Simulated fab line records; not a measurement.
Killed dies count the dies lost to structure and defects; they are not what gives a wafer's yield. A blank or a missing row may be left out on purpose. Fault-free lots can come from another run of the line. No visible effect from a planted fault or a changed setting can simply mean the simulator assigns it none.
Struck lot and sound lot, side by side :: flow n5-finfet :: 22 steps out of a route of 1938
Sound: these wafers, L840.3, L840.4, L840.5. Struck: wafer L848.3 (L848.1, L848.4, from the same lot, were not struck and are left out); the cause is given at the end.
Each step with rows lists, per side, the tool, then ch with its chambers, then its first start. Under that, the readings that differ: sound wafers :: struck wafers :: difference of the means :: sigmas: that difference in standard deviations of wafers without a fault.
alike: a reading whose means differ by less than 2 such deviations, as well as words and numbers matching on both sides. not compared: withheld readings; readings where some wafer has no value; bounds like >300 that might hide an equal value; numbers whose values overlap and for which the record gives no deviation.
A row with sigmas, a row that says differs or no value, or rows on one side alone: a step with any of these is where the two part. Numbers that don't overlap but have no deviation are shown without sigmas and don't part them. A reading that every wafer of one side lacks parts them only if that side has two wafers or more.

N5_WELL_APT_CD_MEAS_08: target cd 200 nm.
  sound on cd-sem-01 ch 0, day 2 13:41; struck on cd-sem-02 ch 0, day 4 13:34
  alike: cd-nm
N5_WELL_APT_OVL_MEAS_09:
  sound on overlay-01 ch 0, day 2 13:43; struck on overlay-01 ch 0, day 4 13:35
  alike: NWELL_OVL
N5_WELL_APT_INSPECT_10: inspects for defects (macro).
  sound on defect-inspect-02 at day 2 13:44; struck on defect-inspect-01 at day 4 13:37
  alike: raw-defect-count
N5_WELL_APT_DESCUM_13: chemistry O2, time 7.9 s.
  sound on rie-diel-05 ch 0,3, day 2 14:12; struck on rie-diel-05 ch 1, day 4 13:39
  alike: drypump-motor-current-A, oes-product-au, rf-vpp-V, showerhead-plenum-p-Torr, throttle-valve-pct
  not compared: rf-hours-counter-h
then, 8 steps without rows for these wafers: N5_WELL_APT_IMPLANT_14; N5_WELL_APT_IMPLANT_15; N5_WELL_APT_STRIP_16 (strips in SPM, time 900 s); N5_WELL_APT_HMDS_18 (time 60 s); N5_WELL_APT_COAT_19 (resist thk 950 nm); N5_WELL_APT_EBR_21; N5_WELL_APT_SOFTBAKE_20 (time 60 s); N5_WELL_APT_EXPOSE_22 (exposes mask PWELL, defocus 0 nm, target cd 200 nm).
N5_WELL_APT_PEB_23: peb time 90 s.
  sound on litho-track-05 ch 0, day 2 15:15; struck on litho-track-03 ch 0, day 4 14:34
  alike: heater-power-total-W, plate-temp-C
then, 2 steps without rows for these wafers: N5_WELL_APT_DEVELOP_24 (develop time 45 s); N5_WELL_APT_HARDBAKE_29 (time 120 s).
N5_WELL_APT_CD_MEAS_25: target cd 200 nm.
  sound on cd-sem-01 ch 0, day 2 15:22; struck on cd-sem-03 ch 0, day 4 14:41
reading: cd-nm (nm)
sound: 199.9 200.3 201.8
struck: 209.3
difference: +8.6
sigmas: +5
N5_WELL_APT_OVL_MEAS_26:
  sound on overlay-02 ch 0, day 2 15:24; struck on overlay-02 ch 0, day 4 14:43
reading: PWELL_OVL (nm)
sound: -3 4 -3
struck: 12
difference: +13
sigmas: +3
N5_WELL_APT_INSPECT_27: inspects for defects (macro).
  sound on defect-inspect-02 at day 2 15:25; struck on defect-inspect-01 at day 4 14:44
  alike: raw-defect-count
N5_WELL_APT_DESCUM_30: chemistry O2, time 7.9 s.
  sound on rie-diel-05 ch 0,1,2, day 2 15:27; struck on rie-diel-02 ch 2, day 4 14:53
reading: oes-product-au (a.u.)
sound: 0.73 0.70 0.77
struck: 0.87
difference: +0.14
sigmas: +3

reading: model.WELL_APT.cd-nm (nm)
sound: 200.1 200.5 202.2
struck: 209.2
difference: +8.3
sigmas: 
  alike: drypump-motor-current-A, rf-vpp-V, showerhead-plenum-p-Torr, throttle-valve-pct
  not compared: rf-hours-counter-h
next, for these wafers, 1 step has no rows: N5_WELL_APT_IMPLANT_31.
-- the record jumps here: 7 days lie between the struck wafers' starts before and after (it left off in module WELL_APT and takes up again in module BEOL_M4, whose first step shown is number 1111 of the route) --
N5_BEOL_M4_RC_MEAS_101:
  sound on prober-02 ch 0, day 9 16:00; struck on prober-01 ch 0, day 11 17:31
reading: ION_P (uA/um)
sound: 438 449 447
struck: 464
difference: +19
sigmas: +2

reading: VT_P (mV)
sound: -257 -254 -257
struck: -248
difference: +8
sigmas: +3
  alike: DIBL_N, DIBL_P, IOFF_N, IOFF_P, ION_N, SS_N, SS_P, VT_N
-- a jump in the record: the struck wafers' starts before and after are 5 days apart (it breaks off in module BEOL_M4 and resumes in module PASSIVATION, where the first step shown is number 1936 of the route) --
N5_PASSIVATION_PROBE_49:
  the record has rows for the struck wafers here (prober-02, day 16 17:09) and none for the sound ones

WHERE THEY PART
First at N5_WELL_APT_CD_MEAS_25; last, within this record, at N5_PASSIVATION_PROBE_49.

WHY: the cause the simulator had injected
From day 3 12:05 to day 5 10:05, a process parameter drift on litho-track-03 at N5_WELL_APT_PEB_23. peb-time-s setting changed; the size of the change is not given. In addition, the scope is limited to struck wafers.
